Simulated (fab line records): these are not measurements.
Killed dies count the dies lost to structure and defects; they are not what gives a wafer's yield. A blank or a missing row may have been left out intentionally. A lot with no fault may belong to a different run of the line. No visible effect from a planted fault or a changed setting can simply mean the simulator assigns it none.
3 desks, one fault | flow n5-finfet | only its own numbers are on each desk; what lay behind them is given at the end

== THE METROLOGY DESK ==
What the gauges read for every lot (on any tool): the sampled wafers with a number, averaged. A lot is out of limits, marked OUT, if its mean lies more than 4 standard deviations from the usual mean; the brackets give that distance.
Columns: A = cd-nm at N5_HKMG_FIN_CD_MEAS_49, usual 202.0 nm
lot  | first seen here | A
L153 | day 3 23:02     | 201.8
L154 | day 4 07:42     | 201.8
L157 | day 5 01:53     | 201.0
L159 | day 5 10:35     | 202.3
L161 | day 6 00:02     | 202.1
L162 | day 6 06:36     | 201.7
L164 | day 6 19:13     | 202.6
L166 | day 7 07:52     | 200.6
L171 | day 8 14:29     | 201.7
L172 | day 8 17:51     | 202.6
L174 | day 9 06:59     | 201.3
L175 | day 9 10:50     | 202.5
L176 | day 9 19:15     | 202.6
This desk found nothing out of limits on any of the 13 lots.

== THE DEFECT DESK ==
For each lot, the counts of the inspections along the route, averaged over the sampled wafers that have a number. A lot is out of limits, marked OUT, if its mean lies more than 4 standard deviations from the usual mean; the brackets give that distance.
Columns: A = raw-defect-count at N5_DUMMY_REMOVAL_INSPECT_06, usual 13
lot  | first seen here | A
L153 | day 3 21:44     | 10
L154 | day 4 06:21     | 12
L157 | day 5 00:34     | 12
L159 | day 5 09:08     | 10
L161 | day 5 22:40     | 20
L162 | day 6 05:11     | 15
L164 | day 6 18:03     | 8
L166 | day 7 06:39     | 10
L171 | day 8 12:59     | 10
L172 | day 8 16:33     | 23
L174 | day 9 05:40     | 8
L175 | day 9 09:32     | 6
L176 | day 9 17:57     | 9
This desk found nothing out of limits on any of the 13 lots.

== AT THE TOOL OWNER'S DESK: ald-metal-03 ==
The tool's own readings at N5_HKMG_FIN_PWFM_ALD_03 (deposits TiN, target thk 2 nm, pulse time 1 s, purge time 3 s): means of the sampled wafers that have a number, for each lot that ran on this tool. A lot is out of limits, marked OUT, if its mean lies more than 4 standard deviations from the usual mean; the brackets give that distance.
Columns: A = heater-power-w at N5_HKMG_FIN_PWFM_ALD_03, usual 879 W; B = precursor-pulse-height-rel at N5_HKMG_FIN_PWFM_ALD_03, usual 1.001; C = susceptor-temp-C at N5_HKMG_FIN_PWFM_ALD_03, usual 399.97 C
lot  | first seen here | A   | B     | C
L157 | day 5 04:30     | 919 | 0.991 | 400.17
L161 | day 6 02:46     | 973 | 1.011 | 399.95
L162 | day 6 09:10     | 873 | 0.998 | 399.91
L164 | day 6 22:26     | 861 | 0.995 | 399.82
L166 | day 7 10:24     | 854 | 0.995 | -
L175 | day 9 13:24     | 978 | 1.011 | 399.85
This desk found nothing out of limits on any of the 6 lots.

== TAKEN TOGETHER ==
The metrology desk saw nothing out of limits.
The defect desk saw nothing out of limits.
The desk of the tool owner found nothing out of limits.

== WHAT THE SIMULATOR PUT IN ==
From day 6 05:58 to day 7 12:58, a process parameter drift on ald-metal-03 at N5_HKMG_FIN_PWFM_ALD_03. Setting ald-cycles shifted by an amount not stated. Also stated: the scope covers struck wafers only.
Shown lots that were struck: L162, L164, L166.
